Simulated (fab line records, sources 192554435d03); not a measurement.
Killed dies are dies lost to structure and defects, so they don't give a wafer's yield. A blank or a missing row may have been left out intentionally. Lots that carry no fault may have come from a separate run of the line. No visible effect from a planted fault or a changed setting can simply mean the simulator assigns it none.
Split-lot study    flow n5-finfet    21 wafers read from 7 lots, route of 1938 steps

ON THE SPLIT
At N5_BEOL_M2_COAT_67 (time 60 s, resist thk 60 nm), the setting spin-rpm was moved away from the recipe's 1500 rpm on 5 of the 21 wafers read, by -7.5% to +7.1%. For the rest of the wafers, this setting stayed at what the recipe calls for.

FROM THE SPLIT TO THE READING: what the file shows between them, 4 steps
- N5_BEOL_M2_COAT_68: time 60 s, resist thk 12 nm
- N5_BEOL_M2_COAT_76: time 60 s, resist thk 5 nm
- N5_BEOL_M2_ALD_98: deposits SiO2, target thk 2.5 nm, pulse time 1 s, co reactant pulse time 1 s
- N5_BEOL_M2_ETCHBACK_99: etches SiO2 in CHF3, target depth 5 nm, time 10.4 s

THE READING
etch.depth-nm (the simulator's own value, which no gauge read), in nm, at N5_BEOL_M2_ETCH_70 (etches SOC in N2/H2, target depth 80 nm, overetch 24 nm, time 130 s). The file gives no usual value for it. Here, 16 wafers ran the recipe; their average is 60.11 nm with a standard deviation of 0.19 nm.

wafer   tool, chamber at the split  spin-rpm as run, rpm  against the recipe  etch.depth-nm, nm  against lot-mates on the recipe
L075.3  litho-track-02, 0           1388                  -7.5%               62.68              +2.33
L075.4  litho-track-02, 0           1500                  recipe              60.17              -
L075.6  litho-track-02, 0           1500                  recipe              60.53              -
L076.3  litho-track-05, 0           1606                  +7.1%               58.05              -1.93
L076.5  litho-track-05, 0           1500                  recipe              59.93              -
L076.6  litho-track-05, 0           1500                  recipe              60.03              -
L077.1  litho-track-05, 0           1500                  recipe              60.12              -
L077.2  litho-track-05, 0           1500                  recipe              59.91              -
L077.3  litho-track-05, 0           1500                  recipe              59.99              -
L080.2  litho-track-02, 0           1500                  recipe              60.3               -
L080.3  litho-track-02, 0           1426                  -4.9%               61.89              +1.64
L080.5  litho-track-02, 0           1500                  recipe              60.21              -
L081.3  litho-track-05, 0           1500                  recipe              60.01              -
L081.5  litho-track-05, 0           1500                  recipe              59.95              -
L081.6  litho-track-05, 0           1500                  recipe              59.84              -
L083.1  litho-track-02, 0           1500                  recipe              60.46              -
L083.3  litho-track-02, 0           1406                  -6.3%               62.25              +1.79
L083.4  litho-track-02, 0           1406                  -6.3%               62.35              +1.89
L093.1  litho-track-05, 0           1500                  recipe              60.06              -
L093.4  litho-track-05, 0           1500                  recipe              60.06              -
L093.5  litho-track-05, 0           1500                  recipe              60.18              -

THE FIT
A straight line over all 21 wafers: etch.depth-nm changes by -0.333 nm for each +1% of spin-rpm; r = -0.98; the points scatter about the line by 0.19 nm.
The same after taking each lot's own level away (the mean of its wafers on the recipe; 21 wafers): -0.296 nm for each +1%; r = -0.99; scatter 0.1 nm.
On that fit, the largest move of spin-rpm shifts the reading by 2.2 nm.
Across the lots, their own levels run from 59.933 to 60.460 nm, a range of 2.8 times the standard deviation given above.
So the slope is not independent of the lot-to-lot level: the two fits are not the same.
Check: +2.2 nm against its lot-mates is what the line predicts for one of the wafers moved furthest among these (-7.5%) when that wafer is left out of the fit. Against them it came out at +2.33 nm.

THE OTHER SPLITS THESE WAFERS WENT THROUGH
Before the reading, these wafers also passed through other splits. Each is held against what the fit with the lots' levels taken away leaves over:
other split on the same wafers  wafers away from the commonest value  r with etch.depth-nm (lot level and that fit taken away)
N5_BEOL_M1_DESCUM_33 time-s     7                                     -0.01
N5_BEOL_M2_ETCH_64 source-w     9                                     +0.09

THE WHOLE CHAIN: every reading that the file lists as answering this split, in the file's order
step                what it does                                                         reading                                                                         change (the file's fit)                r (the file's)
N5_BEOL_M2_COAT_67  time 60 s, resist thk 60 nm                                          SOC_of_BEOL_M2_COAT_67.thk-nm (the simulator's own value, which no gauge read)  -0.297 nm for each +1% of the setting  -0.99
N5_BEOL_M2_ETCH_70  etches SOC in N2/H2, target depth 80 nm, overetch 24 nm, time 130 s  etch.depth-nm (the simulator's own value, which no gauge read)                  -0.3 nm for each +1% of the setting    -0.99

FILE'S OWN FIT
etch.depth-nm changes by -0.3 nm for each +1% of spin-rpm, r = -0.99.
